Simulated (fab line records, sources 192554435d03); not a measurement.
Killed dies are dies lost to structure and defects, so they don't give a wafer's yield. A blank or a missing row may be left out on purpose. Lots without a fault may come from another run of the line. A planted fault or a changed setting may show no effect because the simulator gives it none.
Problem report in the 8D (eight disciplines) form, filled by code | flow n5_finfet | the parts of the form that need people (team, actions taken, sign-off) are left out

1. THE PROBLEM
M5_ILD_THK at N5_BEOL_M5_THK_MEAS_01 reads a mean of 95.7 nm on 2 wafers of 2 lots; wafers without a fault read 120.9 nm with a standard deviation of 1.7. That is -15 standard deviations from the usual mean.
First seen on wafer L297.4, day 11 22:36, on film_metro-02. The record holds 33 wafers of 12 lots with a number at this step. Rule for "out", or "out of limits": more than 4 standard deviations from the usual mean. The other wafers with a number count as sound.

2. WHAT IT IS AND WHAT IT IS NOT
question                    | is                           | is not
which readings at this step | M5_ILD_THK                   | -
which lots                  | L297, L299                   | L288, L289, L290, L291, L292, L293, L306, L307, L308, L310
which wafers of those lots  | L297.4, L299.6               | L297.1, L299.5
read on which gauges        | film_metro-01, film_metro-02 | -
when                        | from day 11 22:36            | up to then (18 sound wafers); but 13 sound wafers of L299, L306, L307, L308, L310 came after

3. SUSPECTS, AND WHAT RULES EACH OUT
Counting: a tool at a process step up to the reading stays a suspect if it ran every lot that is out. Sound lots after the first of them don't rule it out here, since some wafers of a struck lot are sound.
- the gauge at N5_BEOL_M5_THK_MEAS_01: ruled out. The wafers that are out were read on 2 gauges (film_metro-01, film_metro-02).
- pecvd-04 at N5_BEOL_M5_ILD_DEP_00 (deposits SiCOH lowk from DEMS/porogen, target thk 140.64 nm, time 25.9 s): kept. It ran every lot that is out, first L297 (day 11 22:02); its last sound lot up to then is L292 (day 10 17:16).
- Within pecvd-04 at N5_BEOL_M5_ILD_DEP_00: the wafers that are out ran in chamber 1; their sound lot-mates ran in chambers 0, 2.
Left after counting: pecvd-04 at N5_BEOL_M5_ILD_DEP_00.

4. THE CAUSE (what the simulator had put in)
Process parameter drift: pecvd-04, from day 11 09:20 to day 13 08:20, at N5_BEOL_M5_ILD_DEP_00. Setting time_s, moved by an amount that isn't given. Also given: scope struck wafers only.
Counting left only this tool.

5. THE CHAIN OF EFFECTS, in route order
Each row: a reading whose mean over the struck wafers that have a number lies more than 3 standard deviations from the usual. Only readings for which the record gives a usual standard deviation are gone through. hours: the time from each lot's start at the first step in this table that gives one to its start at this step, as a median over the lots. sigmas: the change in usual standard deviations.
hours | step                   | reading    | usual    | on struck wafers | change | sigmas
0     | N5_BEOL_M5_THK_MEAS_01 | M5_ILD_THK | 120.9 nm | 95.7             | -25.2  | -15

6. WHAT WOULD HAVE CAUGHT IT SOONER
In this record the first reading out of limits at a measuring or inspecting step was taken at day 11 22:36, 13 hours after the fault began at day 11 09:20.
Of the tool readings at N5_BEOL_M5_ILD_DEP_00 for which the record gives a usual standard deviation, none was out on any struck wafer, so an alarm limit of 4 standard deviations on them would not have fired.
Of the lots that are out (2), L299 began N5_BEOL_M5_ILD_DEP_00 on pecvd-04 after day 11 22:36. A hold on the tool at that time would have spared it.
